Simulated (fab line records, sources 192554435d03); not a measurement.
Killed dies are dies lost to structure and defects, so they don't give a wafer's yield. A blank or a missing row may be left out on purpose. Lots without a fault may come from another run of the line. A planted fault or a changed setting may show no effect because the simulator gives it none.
fab line records | flow n5_finfet
record lots=11 wafers=32 last_day=19
route steps=1938 shown FIN_CUT@164 STI_FIN_REVEAL@187 PASSIVATION@1936
lots that met no fault: from a run of the same line without faults
start_h: hours from the record's first day to the start of the lot's first wafer shown | wait_h: hours since the lot's step before | " the same as in the row above | L1.1+2: a row that stands for several wafers | - no value, or no start given | * or withheld: withheld | < > ~ a bound
route shown NAME@n: a module of which the file shows steps, and the number in the route of the first | usual: mean/standard deviation of fault-free wafers | same: alike in all rows | chamber/n: place in a boat | sites: the reading at each site | _std_site: their standard deviation | _edge_site: outer sites' mean less inner sites' | radius_mm: how far each site lies from the wafer's centre | mask NAME#n: copy n | behind: the tool/chamber that last shaped the wafer | hold: why the lot was held/for how many hours/how that ended | device: the transistor (n, p or np) that didn't switch | end of line: the same wafers' tests at the end of the route | a step without rows: its recipe alone | killed: dies lost to structure and defects at the first sort, not the wafer's yield | map: a wafer's dies, x killed, . not, _ none there
set.NAME: the setting as run; set.NAME@STEP: as run at that earlier step | model.NAME: the simulator's own value behind a step, which no gauge read
steps of the route over a sample of lots; a table a step, a row a wafer
services: from which hour (start_h, from the record's first day; less than 0 if before it) a tool's chamber was out of use, for how many hours, and why
## steps
# step N5_FIN_CUT_OVL_MEAS_09
# recipe points_per_wafer=522
# usual FIN_CUT_OVL=-0.2/0.74
# columns lot.wafer tool chamber start_h wait_h FIN_CUT_OVL[nm]
L908.2 overlay-01 0 33.73 0.0 -1.1
L908.4 " 0 " " -1.2
L908.6 " 0 " " -0.7
L909.1 overlay-01 0 37.96 0.0 -1.7
L909.4 " 0 " " 0.3
L909.6 " 0 " " 0.6
L911.1 overlay-02 0 53.17 0.0 0.8
L911.3 " 0 " " 0.8
L911.4 " 0 " " 1.8
L912.1 overlay-02 0 56.35 0.0 0.5
L912.2 " 0 " " -0.5
L912.6 " 0 " " -0.7
L917.3 overlay-01 0 86.61 0.0 0.3
L917.5 " 0 " " 0.6
L917.6 " 0 " " -0.1
L919.2 overlay-02 0 102.38 0.0 -1.2
L919.3 " 0 " " -0.5
L919.6 " 0 " " -1.0
L920.3 overlay-01 0 105.60 0.0 -0.2
L920.4 " 0 " " -1.3
L920.6 " 0 " " -0.4
L921.3 overlay-01 0 110.65 0.0 -0.3
L921.5 " 0 " " -0.8
L921.6 " 0 " " -0.4
L922.2 overlay-02 0 116.93 0.0 -0.3
L922.4 " 0 " " -0.2
L922.5 " 0 " " -0.5
L923.2 overlay-01 0 128.47 0.0 -0.4
L923.4 " 0 " " -1.0
L923.5 " 0 " " -0.7
L925.3 overlay-01 0 142.92 8.3 -1.4
L925.4 " 0 " " -0.3
# step N5_FIN_CUT_ETCH_21
# recipe chemistry=N2/H2 target=SOC target_depth_a=2190 overetch_a=438 mask_material=SiARC temp_c=40 ion_energy_ev=100 bias_w=61 time_s=523.5 pressure_mtorr=30 source_w=850 n2_flow_sccm=200 h2_flow_sccm=200
# usual drypump_motor_current_A=5.8/0.57 oes_product_au=0.72/0.067 rf_vpp_V=240.9/1.4 showerhead_plenum_p_Torr=2.56/0.08 throttle_valve_pct=17.93/0.19
# columns lot.wafer tool chamber start_h wait_h drypump_motor_current_A oes_product_au rf_hours_counter_h rf_vpp_V showerhead_plenum_p_Torr throttle_valve_pct
L908.2 rie_diel-06 1 33.92 0.0 5.2 0.65 200 241.9 2.62 17.91
L908.4 " 3 " " 5.2 0.83 11 241.6 2.60 17.99
L908.6 " 1 " " 5.2 0.65 - 241.8 2.63 17.90
L909.1 rie_diel-06 1 38.15 0.0 5.2 0.65 201 242.0 2.62 17.93
L909.4 " 3 " " 5.2 0.83 12 241.7 2.60 17.99
L909.6 " 1 " " 5.2 0.65 - 242.2 2.62 17.90
L911.1 rie_diel-06 1 53.36 0.0 5.2 0.65 204 241.6 2.62 17.92
L911.3 " 2 " " 6.4 0.74 109 241.5 2.46 17.85
L911.4 " 0 " " 6.4 0.67 187 243.2 2.63 18.13
L912.1 rie_diel-06 1 56.54 0.0 5.2 0.65 206 242.9 2.62 17.92
L912.2 " 0 " " 6.5 0.67 188 241.3 2.63 18.14
L912.6 " 3 " " 5.2 0.82 - 241.7 2.60 18.00
L917.3 rie_diel-01 1 86.78 0.0 6.3 0.73 108 240.3 2.56 17.75
L917.5 " 2 " " 6.4 0.65 - 238.6 2.40 18.42
L917.6 " 3 " " 6.0 0.63 - 238.1 2.50 18.15
L919.2 rie_diel-06 3 102.56 0.0 5.2 0.79 30 242.1 2.59 18.04
L919.3 " 0 " " 6.5 0.67 200 242.3 2.63 18.14
L919.6 " 0 " " 6.5 0.66 - 241.2 2.63 18.17
L920.3 rie_diel-06 1 105.77 0.0 5.2 0.64 218 241.2 2.62 17.93
L920.4 " 2 " " 6.4 0.74 123 239.3 2.45 17.88
L920.6 " 2 " " 6.4 0.73 - 239.9 2.45 17.87
L921.3 rie_diel-03 3 110.82 0.0 5.4 0.86 15 241.2 2.60 17.80
L921.5 " 2 " " 5.0 0.72 - 243.4 2.66 17.80
L921.6 " 1 " " 6.1 0.70 - 240.0 2.45 17.54
L922.2 rie_diel-06 3 117.10 0.0 5.2 0.79 33 240.5 2.59 18.04
L922.4 " 1 " " 5.2 0.64 220 241.7 2.62 17.93
L922.5 " 0 " " 6.4 0.66 - 241.3 2.63 18.16
L923.2 rie_diel-01 1 128.65 0.0 6.3 0.72 121 241.0 2.55 17.77
L923.4 " 3 " " 6.0 0.62 - 240.0 2.49 18.19
L923.5 " 0 " " 6.6 0.76 - 241.3 2.47 18.05
L925.3 rie_diel-03 2 143.79 0.0 5.0 0.71 128 242.4 2.65 17.82
L925.4 " 0 " " 5.6 0.68 177 240.0 2.53 17.99
# step N5_STI_FIN_REVEAL_CMP_04
# recipe stop_on=Si3N4 t_overpolish_s=4 down_force_psi=2 platen_rpm=54.18 post_cmp_clean=alkaline_brush pad_velocity_m_s=1.078 target_thk_nm=131.83
# usual edge_zone_pressure_frac=1.000/0.005 motor_current_A=8.3/1 overpolish_run_s=4.000/0.01 platen_rpm=54.18/0.034 time_to_endpoint_s=103/4
# columns lot.wafer tool chamber start_h wait_h edge_zone_pressure_frac motor_current_A overpolish_run_s platen_rpm time_to_endpoint_s
L908.2 cmp-01 1 40.52 0.1 1.000 8.0 3.998 54.14 111
L908.4 " 2 " " 1.000 8.6 3.981 54.18 113
L908.6 " 1 " " 0.996 7.8 3.977 54.19 113
L909.1 cmp-03 0 44.39 0.1 0.990 7.9 4.003 54.16 100
L909.4 " 1 " " 0.998 9.1 4.010 54.17 102
L909.6 " 0 " " 0.997 7.9 3.994 54.13 106
L911.4 cmp-02 1 59.41 0.1 1.002 6.4 4.005 54.17 97
L911.1 " 2 " " 0.993 9.9 3.998 54.14 98
L911.3 " 0 " " 1.006 9.9 3.999 54.16 103
L912.1 cmp-02 1 63.23 0.6 1.006 7.0 4.000 54.24 109
L912.2 " 0 " " 0.992 9.9 4.010 54.23 108
L912.6 " 2 " " 0.993 9.4 3.996 54.16 103
L917.3 cmp-01 3 92.84 0.1 1.005 7.7 4.010 54.09 105
L917.6 " 0 " " 0.997 6.9 3.992 54.19 104
L917.5 " 1 " " 1.004 8.1 3.997 54.17 103
L919.2 cmp-01 1 109.11 0.0 0.996 7.7 3.990 54.15 102
L919.3 " 2 " " 1.002 8.1 3.998 54.20 102
L919.6 " 1 " " 1.004 8.1 3.984 54.16 99
L920.3 cmp-02 1 112.64 0.0 1.007 6.9 3.995 54.20 108
L920.4 " 0 " " 0.998 9.5 4.010 54.13 110
L920.6 " 1 " " 1.002 6.6 3.993 54.25 112
L921.3 cmp-02 3 116.80 0.1 0.999 7.1 4.000 54.21 104
L921.5 " 3 " " 1.008 7.6 4.005 54.20 103
L921.6 " 0 " " 0.996 9.9 3.989 54.17 106
L922.4 cmp-03 1 123.09 0.0 1.002 8.8 4.013 54.18 104
L922.2 " 3 " " 1.003 8.7 4.011 54.21 102
L922.5 " 2 " " 1.002 8.9 4.020 54.16 103
L923.2 cmp-01 0 135.19 0.0 1.004 7.6 3.999 54.18 105
L923.4 " 3 " " 0.998 8.2 3.996 54.19 104
L923.5 " 0 " " 1.004 7.5 3.991 54.13 106
L925.3 cmp-01 3 149.81 0.0 1.005 8.4 3.989 54.18 111
L925.4 " 1 " " 1.009 8.2 4.003 54.19 102
# step N5_STI_FIN_REVEAL_RECESS_09
# recipe chemistry=HF/NH3 target=SiO2 afs_cycles=11 target_depth_a=425 temp_c=30 sublimation_temp_c=180 sublimation_time_s=60
# usual drypump_motor_current_A=5.8/0.39
# columns lot.wafer tool chamber start_h wait_h drypump_motor_current_A
L908.2 vapor_etch-02 1 41.27 0.0 5.4
L908.4 " 0 " " 5.6
L908.6 " 1 " " 5.4
L909.1 vapor_etch-02 0 45.28 0.0 5.7
L909.4 " 1 " " 5.5
L909.6 " 1 " " 5.4
L911.1 vapor_etch-01 1 60.31 0.0 6.5
L911.3 " 1 " " 6.5
L911.4 " 0 " " 6.0
L912.1 vapor_etch-01 1 64.02 0.0 6.5
L912.2 " 0 " " 6.0
L912.6 " 0 65.08 1.1 6.0
L917.3 vapor_etch-02 1 94.43 0.6 5.4
L917.5 " 0 " " 5.6
L917.6 " 1 " " 5.5
L919.2 vapor_etch-02 0 109.89 0.0 5.6
L919.3 " 1 " " 5.5
L919.6 " 0 " " 5.7
L920.3 vapor_etch-01 0 114.19 0.6 5.9
L920.4 " 1 " " 6.5
L920.6 " 0 " " 6.0
L921.3 vapor_etch-01 1 118.26 0.6 6.5
L921.5 " 1 " " 6.5
L921.6 " 0 " " 6.0
L922.2 vapor_etch-01 1 123.88 0.0 6.5
L922.4 " 0 " " 5.9
L922.5 " 0 " " 6.0
L923.2 vapor_etch-01 0 135.97 0.0 6.0
L923.4 " 0 " " 6.0
L923.5 " 0 " " 6.0
L925.3 vapor_etch-01 1 151.36 0.8 6.5
L925.4 " 0 " " 6.0
# step N5_STI_FIN_REVEAL_FIN_H_MEAS_10
# usual trench_depth_nm=51.9/0.58
# columns lot.wafer tool chamber start_h wait_h trench_depth_nm
L908.2 ocd-01 - 43.97 0.0 51.4
L908.4 " - " " 51.3
L908.6 " - " " 51.4
L909.1 ocd-02 - 47.97 0.0 52.2
L909.4 " - " " 51.7
L909.6 " - " " 52.1
L911.1 ocd-01 - 63.01 0.0 52.5
L911.3 " - " " 52.2
L911.4 " - " " 52.3
L912.1 ocd-02 - 66.71 0.0 52.4
L912.2 " - " " 52.2
L912.6 " - " " 52.3
L917.3 ocd-02 - 96.60 0.0 51.3
L917.5 " - " " 51.3
L917.6 " - " " 51.2
L919.2 ocd-02 - 112.59 0.0 52.2
L919.3 " - " " 52.4
L919.6 " - " " 52.1
L920.3 ocd-02 - 116.43 0.0 52.5
L920.4 " - " " 52.7
L920.6 " - " " 52.1
L921.3 ocd-02 - 120.81 0.0 52.4
L921.5 " - " " 51.8
L921.6 " - " " 51.9
L922.2 ocd-01 - 126.87 0.0 51.7
L922.4 " - " " 55.2
L922.5 " - " " 55.2
L923.2 ocd-02 - 138.71 0.0 51.0
L923.4 " - " " 54.8
L923.5 " - " " 54.9
L925.3 ocd-02 - 153.55 0.0 51.7
L925.4 " - " " 55.6
# step N5_PASSIVATION_PROBE_49
# usual killed_at_M0_to_M3=37/12 killed_at_M4_up=15/5.6 killed_at_contacts=13/6.9 killed_at_front_end=40/11 killed_at_other=4/3.2 killed_dies=109/20 killed_open=73/15 killed_short=35/8.3
# same gross_dies=1180 killed_at_back_side=0
# columns lot.wafer tool chamber start_h wait_h killed_at_M0_to_M3 killed_at_M4_up killed_at_contacts killed_at_front_end killed_at_other killed_dies killed_open killed_short
L908.2 prober-01 - 341.71 0.1 36 24 6 26 4 96 61 34
L908.4 prober-01 - 341.81 0.2 23 22 8 26 1 80 60 18
L908.6 prober-01 - 341.91 0.3 62 30 6 32 2 132 84 47
L917.3 prober-01 - 398.08 0.1 72 8 15 22 2 119 82 36
L917.5 prober-01 - 398.18 0.2 74 17 12 45 0 148 104 43
L922.2 prober-02 - 424.92 0.1 28 28 8 44 4 112 69 41
L922.4 prober-02 - 425.02 0.2 47 16 7 76 2 148 107 39
L922.5 prober-02 - 425.07 0.2 31 19 6 33 3 92 59 32
L923.2 prober-01 - 425.93 0.1 42 13 14 38 1 108 64 44
L923.4 prober-01 - 426.03 0.2 38 17 17 37 8 117 69 48
L923.5 prober-01 - 426.08 0.2 34 11 15 18 1 79 47 31
L920.3 prober-02 - 426.95 0.1 36 8 12 33 10 99 58 41
L920.4 prober-02 - 427.00 0.2 41 11 21 34 1 108 64 42
L920.6 prober-02 - 427.10 0.3 28 14 9 24 9 84 58 25
# killed by level:class
L908.2 BEOL_M4:geometric_particle:open=13 BEOL_M0_SAQP:geometric_particle:short=11 BEOL_M0_SAQP:geometric_particle:open=9 BEOL_M2:geometric_particle:open=6 DUMMY_GATE:geometric_particle:open=5 FIN_SAQP:geometric_particle:open=4 MOL_CONTACT_COAG:geometric_particle:open=4 STI_FIN_REVEAL:geometric_particle:open=3
L908.4 BEOL_M4:geometric_particle:open=12 MOL_CONTACT_COAG:geometric_particle:open=7 DUMMY_GATE:geometric_particle:open=6 BEOL_M0_SAQP:geometric_particle:open=5 BEOL_M3:geometric_particle:open=5 STI_FIN_REVEAL:geometric_particle:open=4 BEOL_M5:geometric_particle:open=4 BEOL_M0_SAQP:geometric_particle:short=4
L908.6 STI_FIN_REVEAL:geometric_particle:open=11 BEOL_M4:geometric_particle:open=11 BEOL_M0_SAQP:geometric_particle:open=9 BEOL_M0_SAQP:geometric_particle:short=8 BEOL_M2:geometric_particle:open=8 BEOL_M3:geometric_particle:open=8 FIN_SAQP:geometric_particle:open=7 BEOL_M0:geometric_particle:open=7
L917.3 BEOL_M2:geometric_particle:open=21 BEOL_M3:geometric_particle:open=17 MOL_CONTACT_COAG:geometric_particle:open=12 BEOL_M0_SAQP:geometric_particle:short=11 BEOL_M0_SAQP:geometric_particle:open=10 FIN_SAQP:geometric_particle:short=4 STI_FIN_REVEAL:geometric_particle:open=4 DUMMY_GATE:geometric_particle:open=4
L917.5 BEOL_M2:geometric_particle:open=21 BEOL_M3:geometric_particle:open=19 MOL_CONTACT_COAG:geometric_particle:open=11 STI_FIN_REVEAL:geometric_particle:open=10 BEOL_M0_SAQP:geometric_particle:open=9 BEOL_M0_SAQP:geometric_particle:short=9 BEOL_M4:geometric_particle:open=8 FIN_SAQP:geometric_particle:short=6
L922.2 BEOL_M4:geometric_particle:open=16 FIN_SAQP:geometric_particle:short=15 DUMMY_GATE:geometric_particle:open=7 MOL_CONTACT_COAG:geometric_particle:open=7 BEOL_M2:geometric_particle:open=7 BEOL_M4:geometric_particle:short=7 BEOL_M1:geometric_particle:open=5 FIN_SAQP:geometric_particle:open=4
L922.4 FIN_SAQP:geometric_particle:short=17 STI_FIN_REVEAL:geometric_particle:open=16 BEOL_M0_SAQP:geometric_particle:open=15 FIN_SAQP:geometric_particle:open=14 BEOL_M2:geometric_particle:open=13 BEOL_M4:geometric_particle:open=9 BEOL_M1:geometric_particle:open=8 DUMMY_GATE:geometric_particle:open=7
L922.5 BEOL_M4:geometric_particle:open=11 FIN_SAQP:geometric_particle:open=7 BEOL_M0_SAQP:geometric_particle:short=7 BEOL_M0_SAQP:geometric_particle:open=7 BEOL_M3:geometric_particle:open=7 MOL_CONTACT_COAG:geometric_particle:open=5 FIN_SAQP:geometric_particle:short=3 SDB:geometric_particle:short=3
L923.2 BEOL_M2:geometric_particle:open=16 FIN_SAQP:geometric_particle:open=9 MOL_CONTACT_COAG:geometric_particle:open=9 GATE_CUT:geometric_particle:short=8 FIN_SAQP:geometric_particle:short=7 BEOL_M0_SAQP:geometric_particle:short=6 BEOL_M2:geometric_particle:short=6 BEOL_M5:geometric_particle:open=6
L923.4 MOL_CONTACT_COAG:geometric_particle:open=14 BEOL_M0_SAQP:geometric_particle:short=9 FIN_SAQP:geometric_particle:open=7 GATE_CUT:geometric_particle:short=7 BEOL_M2:geometric_particle:open=6 BEOL_M2:geometric_particle:short=6 BEOL_M3:geometric_particle:open=6 BEOL_M4:geometric_particle:open=6
L923.5 MOL_CONTACT_COAG:geometric_particle:open=14 BEOL_M2:geometric_particle:short=8 FIN_SAQP:geometric_particle:short=6 BEOL_M2:geometric_particle:open=6 BEOL_M5:geometric_particle:open=6 BEOL_M0_SAQP:geometric_particle:short=5 STI_FIN_REVEAL:geometric_particle:open=4 BEOL_M1:geometric_particle:open=4
L920.3 MOL_CONTACT_COAG:geometric_particle:open=10 BEOL_M0_SAQP:geometric_particle:short=10 FIN_SAQP:geometric_particle:open=8 BEOL_M2:geometric_particle:open=7 STI_FIN_REVEAL:geometric_particle:open=6 BEOL_M0_SAQP:geometric_particle:open=6 FIN_SAQP:geometric_particle:short=5 BEOL_M2:geometric_particle:short=5
L920.4 MOL_CONTACT_COAG:geometric_particle:open=14 BEOL_M0_SAQP:geometric_particle:open=12 BEOL_M0_SAQP:geometric_particle:short=11 GATE_CUT:geometric_particle:open=7 MOL_CONTACT_COAG:geometric_particle:short=7 BEOL_M2:geometric_particle:open=7 BEOL_M2:geometric_particle:short=5 BEOL_M5:geometric_particle:open=5
L920.6 BEOL_M2:geometric_particle:open=10 MOL_CONTACT_COAG:geometric_particle:open=7 BEOL_M0_SAQP:geometric_particle:open=7 BEOL_M4:geometric_particle:open=6 STI_FIN_REVEAL:geometric_particle:open=5 PASS1_DEP:geometric_particle:short=5 BEOL_M0_SAQP:geometric_particle:short=4 STARTING-WAFER:geometric_particle:open=4
## services
# columns tool chamber start_h hours kind
cmp-01 - 10.17 15.0 pm
cmp-03 - 10.70 2.1 repair
rie_diel-01 1 28.63 15.2 repair
cmp-03 - 35.36 2.1 repair
cmp-01 - 42.78 4.0 pm
cmp-01 - 46.78 - consumable_replace:conditioner
cmp-01 - 46.78 - consumable_replace:pad
cmp-03 - 49.87 13.9 repair
cmp-01 - 52.97 7.4 pm
rie_diel-03 - 56.58 0.7 repair
cmp-01 - 61.10 4.2 repair
rie_diel-06 2 62.12 2.9 repair
rie_diel-03 1 63.66 28.1 repair
cmp-01 - 73.26 3.4 repair
cmp-02 - 75.15 0.4 repair
rie_diel-01 0 75.90 1.5 repair
cmp-01 - 84.22 0.6 repair
cmp-02 - 85.64 1.9 repair
cmp-01 - 95.81 1.8 repair
cmp-03 - 111.54 5.5 pm
cmp-03 - 117.19 1.3 repair
cmp-02 - 126.43 1.0 repair
cmp-03 - 137.22 3.4 repair
cmp-02 - 151.32 1.7 repair
## key
first_sign step=N5_STI_FIN_REVEAL_FIN_H_MEAS_10 reading=trench_depth_nm direction=up sigmas=5.7 usual=51.9 struck=55.1
effect none on later readings
met_at N5_STI_FIN_REVEAL_RECESS_09
struck_lots L922,L923,L925
struck_wafers L922.4,L922.5,L923.4,L923.5,L925.4
tester_left_out L922,L923,L925
not_acting_at N5_FIN_CUT_OVL_MEAS_09,N5_FIN_CUT_ETCH_21,N5_STI_FIN_REVEAL_CMP_04
onset_between 118.26 123.88
fault kind=process_parameter_drift tool=vapor_etch-01 chamber=- onset_h=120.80 steps=N5_STI_FIN_REVEAL_RECESS_09 channel=target_depth_a offset=35.82 shape=step end_h=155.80 scope=struck_wafers_only acts_in=these_recipes_only stated=425
# tester_left_out: of these lots the tester's yield and bins aren't shown, on N5 and GAA mostly nor the transistor test; their killed dies are dies lost to structure and defects alone, not to doping, threshold or leakage, so they don't give the yield
